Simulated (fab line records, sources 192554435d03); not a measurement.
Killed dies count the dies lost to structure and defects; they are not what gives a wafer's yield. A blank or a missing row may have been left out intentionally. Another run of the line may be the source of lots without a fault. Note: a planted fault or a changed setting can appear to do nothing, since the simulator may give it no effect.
A lot that was struck, set against a sound lot / flow n5-finfet / 19 steps out of a route of 1938
Sound: these wafers, L553.1, L553.5, L553.6. The struck wafers were L557.2, L557.3, L557.6. At the end, the cause is stated.
Order at every step that has rows: each side's tool, ch and its chambers, its first start. Under that, the readings that differ: sound wafers / struck wafers / difference of the means / sigmas: that difference in standard deviations of wafers without a fault.
alike: words and numbers the same on both sides, and readings whose means are apart by under 2 such deviations; not compared: readings that were withheld, readings missing a value for some wafer, numbers with overlapping values and no deviation given by the record, and bounds like >300 which may hide the same value.
A row with sigmas, a row that says differs or no value, or rows on one side alone: a step with any of these is where the two part. When numbers do not overlap yet have no deviation, they are printed without sigmas and do not part them. A reading missing from all wafers of one side parts the sides only when that side holds two or more wafers.

N5_PMOS_HMC_CHANNEL_EPI_OVL_MEAS_10:
  sound on overlay-01 ch 0, day 1 23:25; struck on overlay-02 ch 0, day 2 23:38
  alike: PMOS_HMC_BLK_OVL
N5_PMOS_HMC_CHANNEL_EPI_INSPECT_11: inspects for defects (macro).
  struck on defect-inspect-02, day 2 23:39; sound on defect-inspect-01, day 1 23:27
  alike: raw-defect-count
then, 1 step without rows for these wafers: N5_PMOS_HMC_CHANNEL_EPI_DESCUM_14 (chemistry O2, time 7.9 s).
N5_PMOS_HMC_CHANNEL_EPI_ETCH_32: etches BARC in N2/H2, stops on SiO2, target depth 85.8 nm, time 50.3 s.
  sound on rie-diel-05 ch 0,2,3, day 1 23:31; struck on rie-diel-04 ch 1,2, day 2 23:43
  alike: drypump-motor-current-A, oes-product-au, rf-vpp-V, showerhead-plenum-p-Torr, throttle-valve-pct
  not compared: rf-hours-counter-h
N5_PMOS_HMC_CHANNEL_EPI_HM_OPEN_15: chemistry CHF3/O2, target SiO2, target depth 40.6 nm, time 20.3 s.
  sound on rie-diel-05 ch 0,2,3, day 1 23:34; struck on rie-diel-04 ch 1,2, day 2 23:46
  alike: CHF3_flow_sccm, drypump-motor-current-A, oes-product-au, rf-vpp-V, showerhead-plenum-p-Torr, throttle-valve-pct
  not compared: rf-hours-counter-h
then, 2 steps without rows for these wafers: N5_PMOS_HMC_CHANNEL_EPI_STRIP_33 (strips in N2/H2); N5_PMOS_HMC_CHANNEL_EPI_STRIP_17 (strips in SPM, time 750 s).
N5_PMOS_HMC_CHANNEL_EPI_ETCH_38: etches SiO2 in CF4, target depth 1.5 nm.
  sound on rie-si-02 ch 0,3, day 1 23:56; struck on rie-si-01 ch 0,1,2, day 3 00:07
  alike: drypump-motor-current-A, oes-product-au, throttle-valve-pct
  not compared: rf-hours-counter-h
N5_PMOS_HMC_CHANNEL_EPI_FIN_RECESS_16: chemistry HBr/Cl2, target Si, target depth 54 nm, time 18 s.
  sound on rie-si-02 ch 0,3, day 1 23:58; struck on rie-si-01 ch 0,1,2, day 3 00:08
  alike: drypump-motor-current-A, oes-product-au, throttle-valve-pct
  not compared: rf-hours-counter-h
then, 3 steps without rows for these wafers: N5_PMOS_HMC_CHANNEL_EPI_PRECLEAN_36 (cleans in O3/DIW, time 45 s); N5_PMOS_HMC_CHANNEL_EPI_PRECLEAN_18 (cleans in DHF, time 30 s); N5_PMOS_HMC_CHANNEL_EPI_SRD_19 (time 30 s).
N5_PMOS_HMC_CHANNEL_EPI_EPI_20: deposits SiGe30, target thk 59 nm.
  struck on epi-rpcvd-02, day 3 00:35; sound on epi-rpcvd-02 ch 0, day 2 00:08
  no value came back on the struck wafers for chamber-pressure-Torr (Torr), lamp-inner-pct (%); on the sound wafers chamber-pressure-Torr (Torr) reads 20.02 20.01 19.96
then, 2 steps without rows for these wafers: N5_PMOS_HMC_CHANNEL_EPI_HM_STRIP_35 (strips SiO2 in dHF, material SiO2, target depth 39.6 nm, time 216 s); N5_PMOS_HMC_CHANNEL_EPI_SRD_39 (time 30 s).
N5_PMOS_HMC_CHANNEL_EPI_CMP_21: polishes SiGe30, target thk 54 nm.
  sound on cmp-01 ch 0,1,2, day 2 01:35; struck on cmp-01 ch 2,3, day 3 02:02
  alike: motor-current-A
  not compared: pad-life-wafers
then, 1 step without rows for these wafers: N5_PMOS_HMC_CHANNEL_EPI_PRECLEAN_40 (cleans in DHF, time 30 s).
N5_BEOL_M4_RC_MEAS_101:
  the record has rows for the sound wafers here (prober-02 ch 0, day 8 15:58) and none for the struck ones
-- record jumps: 11 days separate the struck wafers' starts on either side; left off in module BEOL_M4, taken up again in module PASSIVATION, whose first shown step is the route's number 1936 --
N5_PASSIVATION_PROBE_49:
  struck on prober-02, day 13 21:55; sound on prober-02, day 12 19:47
reading=killed-at-front-end; sound=48 56 47; struck=1168 1166 1164; difference=+1116; sigmas=+93
reading=killed-at-other; sound=6 9 4; struck=0 0 0; difference=-6; sigmas=-2
reading=killed-dies; sound=93 95 82; struck=1180 1180 1180; difference=+1090; sigmas=+61
reading=killed-on-rim; sound=16 14 9; struck=152 152 152; difference=+139; sigmas=+35
reading=killed-open; sound=63 65 50; struck=10 10 16; difference=-47; sigmas=-3
reading=killed-short; sound=29 29 31; struck=7 10 9; difference=-21; sigmas=-3
  alike: killed_at_M0_to_M3, killed_at_M4_up, killed-at-contacts

WHERE THEY PART
First at N5_PMOS_HMC_CHANNEL_EPI_EPI_20; last, within this record, at N5_PASSIVATION_PROBE_49.

WHY: what had been put in by the simulator
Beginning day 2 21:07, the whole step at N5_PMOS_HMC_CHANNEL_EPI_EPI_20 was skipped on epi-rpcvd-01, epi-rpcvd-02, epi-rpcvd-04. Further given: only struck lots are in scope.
